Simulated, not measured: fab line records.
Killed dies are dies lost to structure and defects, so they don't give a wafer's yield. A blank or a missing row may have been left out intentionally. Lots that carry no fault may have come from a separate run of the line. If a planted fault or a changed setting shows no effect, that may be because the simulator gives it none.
3 desks, one fault :: flow nand harc :: numbers are kept per desk, each desk with only its own; the story behind them comes last

## DESK OF THE TOOL OWNER: furnace-03
The tool's own readings at NHARC_P_STI_OXIDE_29 (material SiO2, target thk 10 nm, ox time 1362 s): means of the sampled wafers that have a number, for each lot that ran on this tool. If a lot's mean is further than 4 standard deviations from the usual mean, the lot is out of limits and carries the mark OUT (the distance appears in the brackets).
Columns: A = ox temp c at NHARC_P_STI_OXIDE_29, usual 899.9 C; B = spike tc lower C at NHARC_P_STI_OXIDE_29, usual 900.2 C
lot: L392
first seen here: day 4 11:33
A: 900.2
B: 900.4

lot: L393
first seen here: day 4 19:44
A: 900.0
B: 900.7

lot: L394
first seen here: day 5 04:56
A: 900.4
B: 900.2

lot: L402
first seen here: day 8 14:53
A: 900.2
B: 900.2
Result from this desk: across the 4 lots, nothing is out of limits.

## THE DEFECT DESK
For each lot, the counts of the inspections along the route, averaged over the sampled wafers that have a number. If a lot's mean is further than 4 standard deviations from the usual mean, the lot is out of limits and carries the mark OUT (the distance appears in the brackets).
Columns: A = raw defect count at NHARC_P_STI_INSPECT_11, usual 5.2
lot: L388
first seen here: day 3 10:35
A: 6.7

lot: L390
first seen here: day 4 01:26
A: 3.3

lot: L387
first seen here: day 4 08:44
A: 2.3

lot: L392
first seen here: day 4 22:48
A: 3.0

lot: L393
first seen here: day 5 06:55
A: 6.0

lot: L394
first seen here: day 5 16:09
A: 2.7

lot: L401
first seen here: day 8 15:37
A: 3.0

lot: L402
first seen here: day 9 02:12
A: 18.0 (+4.6) OUT

lot: L405
first seen here: day 10 09:28
A: 5.0

lot: L407
first seen here: day 11 05:07
A: 6.7

lot: L408
first seen here: day 11 14:44
A: 3.0

lot: L409
first seen here: day 11 22:48
A: 5.3

lot: L410
first seen here: day 12 08:47
A: 4.3
This desk's finding: out of limits on L402; first on L402, day 9 02:12 (raw defect count at NHARC_P_STI_INSPECT_11). L388, L390, L387, L392, L393, L394, L401, L405, L407, L408, L409, L410 stayed within limits.

## FROM THE METROLOGY DESK
Lot by lot, what the gauges showed, no matter which tool ran the lot: averages of those sampled wafers that carry a number. If a lot's mean is further than 4 standard deviations from the usual mean, the lot is out of limits and carries the mark OUT (the distance appears in the brackets).
Columns: A = cd nm at NHARC_P_ZERO_WELL_CD_MEAS_11, usual 501.1 nm; B = overlay x nm at NHARC_P_STI_OVL_MEAS_10, usual -1 nm; C = overlay y nm at NHARC_P_STI_OVL_MEAS_10, usual 1 nm
lot: L387
first seen here: day 1 21:07
A: 498.7
B: -13
C: 2

lot: L388
first seen here: day 2 07:07
A: 498.8
B: 0
C: 6

lot: L390
first seen here: day 3 03:07
A: 500.7
B: 3
C: -3

lot: L392
first seen here: day 3 23:08
A: 499.0
B: 6
C: 2

lot: L393
first seen here: day 4 09:07
A: 499.0
B: -3
C: 5

lot: L394
first seen here: day 4 19:15
A: 502.0
B: 1
C: 9

lot: L401
first seen here: day 7 17:07
A: 501.1
B: 3
C: -7

lot: L402
first seen here: day 8 03:14
A: 502.6
B: -2
C: 2

lot: L405
first seen here: day 9 09:14
A: 500.2
B: -8
C: -7

lot: L407
first seen here: day 10 05:14
A: 502.6
B: -2
C: 7

lot: L408
first seen here: day 10 15:16
A: 501.3
B: 11
C: 4

lot: L409
first seen here: day 11 01:08
A: 500.6
B: -12
C: -7

lot: L410
first seen here: day 11 11:09
A: 505.1
B: -2
C: -4
Result from this desk: across the 13 lots, nothing is out of limits.

## PUT TOGETHER
The defect desk could have raised an alarm at day 9 02:12, on L402.
The desk of the tool owner found nothing out of limits.
From the metrology desk's view, nothing was out of limits.
The tool owner's desk has L402 on record, within its limits.
The metrology desk holds a record of L402, inside its limits.
All the named lots went through NHARC_P_STI_OXIDE_29 on furnace-03.

## WHAT THE SIMULATOR HAD PUT IN
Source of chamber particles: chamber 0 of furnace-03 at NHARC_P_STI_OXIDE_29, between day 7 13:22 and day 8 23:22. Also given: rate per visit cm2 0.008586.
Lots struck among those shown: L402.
Hours from the fault's start to each desk's first reading out of limits: the defect desk, 37.
